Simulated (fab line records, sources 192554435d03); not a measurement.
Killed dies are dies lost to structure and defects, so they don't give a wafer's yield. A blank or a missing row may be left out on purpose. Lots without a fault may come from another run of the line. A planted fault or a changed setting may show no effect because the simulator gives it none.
A struck lot beside a sound one | flow n5_finfet | 16 steps out of a route of 1938
Sound: wafers L864.1, L864.4, L864.6. Struck: wafers L870.2, L870.3, L870.4. The cause comes at the end.
At each step with rows: each side's tool, then ch and its chambers, then its first start. Under that, the readings that differ: sound wafers | struck wafers | difference of the means | sigmas: that difference in standard deviations of wafers without a fault.
alike: readings whose means differ by less than 2 such deviations, and words and numbers that are the same on both sides. not compared: withheld readings, readings that some wafer has no value for, bounds like >300 that may hide the same value, and numbers for which the record gives no deviation and whose values overlap.
The two part at a step that has a row with sigmas, a row that says differs or no value, or rows on one side only. Numbers that don't overlap but have no deviation are shown without sigmas and don't part them. A reading that every wafer of one side lacks parts them only if that side has two wafers or more.

first, 7 steps without rows for these wafers: N5_PMOS_HMC_CHANNEL_EPI_COAT_31 (time 60 s, resist thk 66 nm); N5_PMOS_HMC_CHANNEL_EPI_COAT_03 (resist thk 205 nm); N5_PMOS_HMC_CHANNEL_EPI_EBR_05; N5_PMOS_HMC_CHANNEL_EPI_SOFTBAKE_04 (time 60 s); N5_PMOS_HMC_CHANNEL_EPI_EXPOSE_06 (exposes mask PMOS HMC BLK, target cd 240 nm); N5_PMOS_HMC_CHANNEL_EPI_PEB_07 (peb time 60 s); N5_PMOS_HMC_CHANNEL_EPI_DEVELOP_08 (develop time 30 s).
N5_PMOS_HMC_CHANNEL_EPI_CD_MEAS_09: target cd 237.4 nm.
  sound on cd_sem-02 ch 0, day 2 05:19; struck on cd_sem-02 ch 0, day 3 17:28
  alike: cd_nm
N5_PMOS_HMC_CHANNEL_EPI_OVL_MEAS_10:
  sound on overlay-01 ch 0, day 2 05:21; struck on overlay-02 ch 0, day 3 17:30
  alike: PMOS_HMC_BLK_OVL
N5_PMOS_HMC_CHANNEL_EPI_INSPECT_11: inspects for defects (macro).
  sound on defect_inspect-02, day 2 05:22; struck on defect_inspect-01, day 3 17:31
  alike: raw_defect_count
N5_PMOS_HMC_CHANNEL_EPI_DESCUM_14: chemistry O2, time 7.9 s.
  sound on rie_diel-06 ch 0,2, day 2 05:25; struck on rie_diel-05 ch 0,1,3, day 3 17:34
  alike: drypump_motor_current_A, oes_product_au, rf_vpp_V, showerhead_plenum_p_Torr, throttle_valve_pct
  not compared: rf_hours_counter_h
N5_PMOS_HMC_CHANNEL_EPI_ETCH_32: etches BARC in N2/H2, stops on SiO2, target depth 85.8 nm, time 50.3 s.
  sound on rie_diel-06 ch 0,2, day 2 05:26; struck on rie_diel-05 ch 0,1,3, day 3 17:35
  reading                | sound             | struck            | difference | sigmas
  throttle_valve_pct (%) | 17.80 18.00 18.02 | 17.63 17.41 17.50 | -0.43      | -2
  alike: drypump_motor_current_A, oes_product_au, rf_vpp_V, showerhead_plenum_p_Torr
  not compared: rf_hours_counter_h
N5_PMOS_HMC_CHANNEL_EPI_HM_OPEN_15: chemistry CHF3/O2, target SiO2, target depth 40.6 nm, time 20.3 s.
  sound on rie_diel-06 ch 0,2, day 2 05:29; struck on rie_diel-05 ch 0,1,3, day 3 17:38
  no value came back on the struck wafers for any of 7 readings (CHF3_flow_sccm (sccm), O2_flow_sccm (sccm) and others); on the sound wafers CHF3_flow_sccm (sccm) reads 50.08 50.12 50.15
  reading                                                         | sound             | struck          | difference | sigmas
  model.CAR-ArF-block_of_PMOS_HMC_CHANNEL_EPI_COAT_03.thk_nm (nm) | 90.91 91.01 90.58 | 134 133.3 134.3 | +43        |
  not compared: rf_hours_counter_h
N5_PMOS_HMC_CHANNEL_EPI_STRIP_33: strips in N2/H2.
  sound on rie_diel-06 ch 0,2, day 2 05:32; struck on rie_diel-05 ch 0,1,3, day 3 17:41
  reading                | sound             | struck            | difference | sigmas
  throttle_valve_pct (%) | 19.01 18.97 18.98 | 18.42 18.19 18.44 | -0.64      | -2
  alike: drypump_motor_current_A, oes_product_au, power_w, rf_vpp_V, showerhead_plenum_p_Torr
  not compared: rf_hours_counter_h
N5_BEOL_M4_RC_MEAS_101:
  the record has rows for the sound wafers here (prober-02 ch 0, day 9 04:07) and none for the struck ones
-- the record jumps here: 12 days lie between the struck wafers' starts before and after (it left off in module BEOL_M4 and takes up again in module PASSIVATION, whose first step shown is number 1936 of the route) --
N5_PASSIVATION_PROBE_49:
  the record has rows for the struck wafers here (prober-02, day 16 03:07) and none for the sound ones

WHERE THEY PART
First at N5_PMOS_HMC_CHANNEL_EPI_ETCH_32; last, within this record, at N5_PASSIVATION_PROBE_49.

WHY: what the simulator had put in
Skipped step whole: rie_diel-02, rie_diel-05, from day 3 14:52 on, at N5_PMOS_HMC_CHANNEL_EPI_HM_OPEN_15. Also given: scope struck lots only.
